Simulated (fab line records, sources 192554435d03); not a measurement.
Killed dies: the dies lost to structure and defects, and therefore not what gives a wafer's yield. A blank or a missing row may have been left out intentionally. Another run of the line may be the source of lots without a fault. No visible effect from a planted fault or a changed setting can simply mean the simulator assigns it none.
Chamber matching | flow n5 finfet | 4 sister chambers for N5_FIN_SAQP_ETCH_67 on rie diel-03
The step etches SiNx in CH3F/O2, target depth 30 nm. 16 wafers are shown with their chamber, then 8 later ones without.

## EACH WAFER AND ITS CHAMBER
wafer  | chamber | showerhead plenum p Torr (Torr) | throttle valve pct (%) | drypump motor current A (A)
L079.3 | 1       | 2.03                            | 15.94                  | 5.3
L079.4 | 0       | 1.99                            | 16.13                  | 5.6
L079.6 | 2       | 2.03                            | 16.08                  | 5.4
L083.2 | 0       | 1.99                            | 16.14                  | 5.7
L083.5 | 2       | 2.03                            | 16.08                  | 5.4
L083.6 | 1       | 2.02                            | 15.94                  | 5.3
L085.1 | 1       | 2.02                            | 15.94                  | 5.3
L085.4 | 0       | 1.99                            | 16.15                  | 5.7
L085.6 | 1       | 2.02                            | 15.94                  | 5.3
L086.1 | 3       | 1.90                            | 16.66                  | 5.7
L086.3 | 0       | 1.99                            | 16.15                  | 5.6
L086.5 | 0       | 1.99                            | 16.16                  | 5.6
L088.1 | 0       | 1.99                            | 16.17                  | 5.6
L088.3 | 3       | 1.90                            | 16.66                  | 5.7
L088.4 | 1       | 2.02                            | 15.97                  | 5.3
L090.1 | 3       | 1.90                            | 16.66                  | 5.7

SIGNATURES, as means of the wafers listed above
reading                  | chamber 0 | chamber 1 | chamber 2 | chamber 3 | scatter within a chamber
showerhead plenum p Torr | 1.9900    | 2.0220    | 2.0300    | 1.9000    | 0.00258
throttle valve pct       | 16.1500   | 15.9460   | 16.0800   | 16.6600   | 0.012
drypump motor current A  | 5.633     | 5.300     | 5.400     | 5.700     | 0.0333
Rule: for each reading, subtract the chamber's mean from the wafer's reading, divide by that reading's scatter and square the result; add these up over the readings and take the root, which gives the wafer's distance from the chamber. If the next closest chamber is less than 2 further off than the closest, the wafer can't be placed; otherwise it belongs to the closest. The scatter: take each reading less its chamber's mean, square it, sum over the shown wafers, divide by the number of wafers less the number of chambers, and take the root.

## WAFERS WHOSE CHAMBER IS MISSING
wafer  | showerhead plenum p Torr (Torr) | throttle valve pct (%) | drypump motor current A (A)
L090.2 | 2.02                            | 15.97                  | 5.3
L090.5 | 1.99                            | 16.17                  | 5.6
L093.1 | 2.02                            | 16.13                  | 5.5
L093.3 | 1.98                            | 16.18                  | 5.6
L093.6 | 1.98                            | 16.17                  | 5.6
L097.1 | 2.02                            | 16.14                  | 5.5
L097.3 | 2.02                            | 16.13                  | 5.4
L097.5 | 2.02                            | 16.15                  | 5.4

## CHAMBER TAKEN BY EACH
wafer  | from the rows above | in truth
L090.2 | 1                   | 1
L090.5 | 0                   | 0
L093.1 | 2                   | 2
L093.3 | 0                   | 0
L093.6 | 0                   | 0
L097.1 | 2                   | 2
L097.3 | 2                   | 2
L097.5 | 2                   | 2
Placed correctly: 8 of 8. Not placeable from these rows: 0. Wrongly placed: 0.
